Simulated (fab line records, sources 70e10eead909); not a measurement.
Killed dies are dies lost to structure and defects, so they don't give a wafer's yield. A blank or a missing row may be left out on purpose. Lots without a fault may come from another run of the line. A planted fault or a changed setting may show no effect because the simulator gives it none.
Chamber matching | flow nand_harc | NHARC_A_M1_DEP_33 on pecvd-04: 3 sister chambers
The step deposits SiCN, target thk 30 nm. 3 wafers are shown with their chamber, then 12 later ones without.

WAFERS WITH THEIR CHAMBER
wafer  | chamber | heater_power_w (W)
L090.5 | 2       | 714
L091.4 | 0       | 650
L091.6 | 1       | 648

WAFERS WITHOUT THEIR CHAMBER
wafer  | heater_power_w (W)
L095.1 | 683
L095.3 | 622
L095.4 | 634
L095.2 | 624
L095.5 | 625
L095.6 | 676
L093.1 | 592
L093.4 | 596
L093.6 | 593
L094.1 | 609
L094.4 | 665
L094.5 | 620

WHICH CHAMBER EACH WENT THROUGH
wafer  | from the rows above          | in truth
L095.1 | can't be placed: 2 or 0 or 1 | 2
L095.3 | can't be placed: 1 or 0 or 2 | 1
L095.4 | can't be placed: 1 or 0 or 2 | 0
L095.2 | can't be placed: 1 or 0 or 2 | 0
L095.5 | can't be placed: 1 or 0 or 2 | 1
L095.6 | can't be placed: 0 or 1 or 2 | 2
L093.1 | can't be placed: 1 or 0 or 2 | 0
L093.4 | can't be placed: 1 or 0 or 2 | 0
L093.6 | can't be placed: 1 or 0 or 2 | 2
L094.1 | can't be placed: 1 or 0 or 2 | 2
L094.4 | can't be placed: 0 or 1 or 2 | 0
L094.5 | can't be placed: 1 or 0 or 2 | 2
Placed correctly: 0 of 12. Can't be placed from these rows: 12 (the true chamber is among the candidates in 12). Placed wrongly: 0.
How it was worked out, from the rows above alone: a wafer's distance from a chamber is the root of the sum, over the readings, of the square of ((its reading less the chamber's mean) divided by the reading's scatter). The wafer belongs to the nearest chamber; if the next one is less than 2 further off, it can't be placed. A chamber's mean is the mean of its shown wafers. The scatter: with one shown wafer a chamber, the root of the mean of the squares of how far each hidden wafer lies from its nearest shown one.
